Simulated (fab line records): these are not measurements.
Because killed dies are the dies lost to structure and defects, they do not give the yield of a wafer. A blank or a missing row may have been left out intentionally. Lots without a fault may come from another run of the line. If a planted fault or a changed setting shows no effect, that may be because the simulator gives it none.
Shared-tool check    flow nand_harc    12 lots, 36 wafers sampled

WHY IT WAS OPENED
At NHARC_P_ZERO_WELL_CD_MEAS_24 the reading cd_nm is flagged on 1 of 12 lots. Fault-free wafers read 719.5 nm, with a standard deviation of 1.5.
Rule: a lot is flagged when every wafer of it that has a number lies more than 4 standard deviations from that mean, or none has a number. As for the other lots, they are considered sound.

lot   measured      on         cd_nm (nm), wafer by wafer  flag
L994  day 1 22:28   cd_sem-02  717.9 718.1 717.2           
L995  day 2 08:46   cd_sem-01  722.0 720.3 723.1           
L996  day 2 18:27   cd_sem-03  719.1 717.6 719.2           
L997  day 3 04:35   cd_sem-02  719.0 718.9 721.0           
L101  day 4 20:28   cd_sem-02  719.6 720.2 717.8           
L102  day 5 06:34   cd_sem-01  719.2 718.4 720.6           
L103  day 5 16:38   cd_sem-02  721.1 721.4 721.0           
L106  day 6 22:38   cd_sem-02  683.7 683.2 684.2           FLAGGED
L109  day 8 04:20   cd_sem-02  719.7 718.3 717.3           
L114  day 10 07:04  cd_sem-02  718.1 719.3 717.6           
L115  day 10 16:27  cd_sem-02  720.0 719.2 718.0           
L116  day 11 02:36  cd_sem-01  719.3 718.0 718.6           
Average over the flagged lots: 683.7 nm; offset from the usual -35.8 nm, equal to -24 standard deviations.

WHICH TOOL RAN EACH LOT
2 process steps preceding the reading are held in the record, out of 1302 steps in the route. Every cell lists first the tool, next ch and the chambers used by the sampled wafers, and last the start.
lot   flag     NHARC_P_ZERO_WELL_ETCH_63         NHARC_P_ZERO_WELL_EXPOSE_21
L994           rie_si-06 ch 0,2, day 1 21:40     krf_scanner-03 ch 0, day 1 22:18
L995           rie_si-01 ch 1,2,3, day 2 07:50   krf_scanner-04 ch 0, day 2 08:37
L996           rie_si-01 ch 0,2,3, day 2 17:31   krf_scanner-02 ch 0, day 2 18:18
L997           rie_si-01 ch 1,2,3, day 3 03:42   krf_scanner-04 ch 0, day 3 04:26
L101           rie_si-06 ch 1,2,3, day 4 19:34   krf_scanner-02 ch 0, day 4 20:19
L102           rie_si-03 ch 1,2,3, day 5 05:46   krf_scanner-02 ch 0, day 5 06:24
L103           rie_si-01 ch 0,1, day 5 15:43     krf_scanner-04 ch 0, day 5 16:29
L106  FLAGGED  rie_si-03 ch 0,1,3, day 6 21:43   krf_scanner-02 ch 0, day 6 22:29
L109           rie_si-03 ch 0,1, day 8 03:32     krf_scanner-04 ch 0, day 8 04:11
L114           rie_si-06 ch 0,2,3, day 10 06:08  krf_scanner-02 ch 0, day 10 06:54
L115           rie_si-06 ch 0,2,3, day 10 15:32  krf_scanner-04 ch 0, day 10 16:17
L116           rie_si-03 ch 0,1,2, day 11 01:40  krf_scanner-03 ch 0, day 11 02:26
What the steps here do:
- NHARC_P_ZERO_WELL_ETCH_63: etches the open film in HBr/Cl2, target depth 120 nm, time 40.1 s.
- NHARC_P_ZERO_WELL_EXPOSE_21: exposes mask P NWELL, target cd 720 nm.
- NHARC_P_ZERO_WELL_CD_MEAS_24: target cd 720 nm.

FLAGGED OVER TOTAL, TOOL BY TOOL (the gauges that took the reading come last)
step                          tool            lots run  flagged  share of the flagged lots  sound lots run after its first flagged lot
NHARC_P_ZERO_WELL_ETCH_63     rie_si-01       4         0        none                       -
NHARC_P_ZERO_WELL_ETCH_63     rie_si-03       4         1        all                        2 (L109,L116)
NHARC_P_ZERO_WELL_ETCH_63     rie_si-06       4         0        none                       -
NHARC_P_ZERO_WELL_EXPOSE_21   krf_scanner-02  5         1        all                        1 (L114)
NHARC_P_ZERO_WELL_EXPOSE_21   krf_scanner-03  2         0        none                       -
NHARC_P_ZERO_WELL_EXPOSE_21   krf_scanner-04  5         0        none                       -
NHARC_P_ZERO_WELL_CD_MEAS_24  cd_sem-01       3         0        none                       -
NHARC_P_ZERO_WELL_CD_MEAS_24  cd_sem-02       8         1        all                        3 (L109,L114,L115)
NHARC_P_ZERO_WELL_CD_MEAS_24  cd_sem-03       1         0        none                       -

THE TABLE: WHAT IT ALLOWS
rie_si-03 at NHARC_P_ZERO_WELL_ETCH_63, krf_scanner-02 at NHARC_P_ZERO_WELL_EXPOSE_21 and cd_sem-02 at NHARC_P_ZERO_WELL_CD_MEAS_24: these 3 rows of the table ran every flagged lot.
- rie_si-03 at NHARC_P_ZERO_WELL_ETCH_63 ran 4 lots, 1 of them flagged. Sound lots ran on it after the first flagged one (L109, L116), which a lasting fault on the whole tool wouldn't allow.
- krf_scanner-02 at NHARC_P_ZERO_WELL_EXPOSE_21 ran 5 lots, 1 of them flagged. Sound lots ran on it after the first flagged one (L114), which a lasting fault on the whole tool wouldn't allow.
- cd_sem-02 at NHARC_P_ZERO_WELL_CD_MEAS_24 ran 8 lots, 1 of them flagged. Sound lots ran on it after the first flagged one (L109, L114, L115), which a lasting fault on the whole tool wouldn't allow.
No row of the table ran every flagged lot and no sound lot after the first.

WHAT THE SIMULATOR PUT IN
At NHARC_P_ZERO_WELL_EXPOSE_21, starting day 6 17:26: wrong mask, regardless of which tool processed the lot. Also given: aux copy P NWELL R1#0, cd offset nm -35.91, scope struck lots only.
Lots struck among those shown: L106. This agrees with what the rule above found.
